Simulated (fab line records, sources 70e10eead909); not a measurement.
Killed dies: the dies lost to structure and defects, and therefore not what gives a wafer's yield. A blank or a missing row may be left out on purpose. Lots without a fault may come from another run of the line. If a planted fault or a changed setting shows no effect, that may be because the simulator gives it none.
Problem report, 8D (eight disciplines) form, completed by code :: flow nand_harc :: the parts of the form that need people (team, actions taken, sign-off) are left out

1. THE PROBLEM
At NHARC_END_SORT_01, killed_at_periphery averages 613.5 over 6 wafers from 2 lots, while fault-free wafers read 3.8, standard deviation 2.9. That is +99 or more standard deviations from the usual mean.
Seen first at day 29 16:59 on prober-02, wafer L666.3. The record has a number at this step for 6 wafers belonging to 2 lots. The rule behind "out" and "out of limits": a value lying over 4 standard deviations away from the usual mean. The other wafers with a number count as sound.

2. WHAT IT IS, WHAT IT ISN'T
question: which readings at this step
is: killed_at_periphery, defect_limited_yield, killed_dies
is not: killed_at_array, killed_at_other, killed_short

question: which lots
is: L666, L670
is not: -

question: which wafers of those lots
is: all that have a number
is not: -

question: read on which gauges
is: prober-01, prober-02
is not: -

question: when
is: from day 29 16:59
is not: up to then (0 sound wafers)

3. WHAT RULES OUT EACH SUSPECT
Counting: a tool at a process step up to the reading stays a suspect if it ran every lot that is out and no sound lot after the first of them.
- the gauge at NHARC_END_SORT_01 has been ruled out. 2 gauges (prober-01, prober-02) read the wafers that are out.
- ecd_cu-01 at NHARC_P_BONDPAD_ECD_18 (material Cu, target thk 400 nm): kept. It ran every lot that is out, first L666 (day 11 08:07), and no sound lot after that.
The count leaves ecd_cu-01 at NHARC_P_BONDPAD_ECD_18.

4. THE CAUSE (what the simulator had put in)
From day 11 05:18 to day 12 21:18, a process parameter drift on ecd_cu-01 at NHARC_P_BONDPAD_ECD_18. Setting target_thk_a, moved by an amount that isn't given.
This tool alone remained once counting was done.

5. SEQUENCE OF EFFECTS, ordered by route
Each row: a reading where the mean over the struck wafers with a number is more than 3 standard deviations away from the usual. Only readings for which the record gives a usual standard deviation are gone through. hours: the time from each lot's start at the first step in this table that gives one to its start at this step, as a median over the lots. sigmas: the change in usual standard deviations.
hours: 0
step: NHARC_END_SORT_01
reading: defect_limited_yield
usual: 91.1 %
on struck wafers: 0.1
change: -91.0
sigmas: -32

hours: 0
step: NHARC_END_SORT_01
reading: killed_at_periphery
usual: 3.8
on struck wafers: 613.5
change: +609.7
sigmas: +99 or more

hours: 0
step: NHARC_END_SORT_01
reading: killed_dies
usual: 60
on struck wafers: 676
change: +616
sigmas: +32

6. WHAT WOULD HAVE CAUGHT IT SOONER
Counted from the fault's start at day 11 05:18, it took 444 hours until the first out-of-limits reading at a measuring or inspecting step in this record, taken at day 29 16:59.
All the lots that are out (2) had begun NHARC_P_BONDPAD_ECD_18 on ecd_cu-01 by day 29 16:59. None of them would have been spared by holding the tool at that moment.
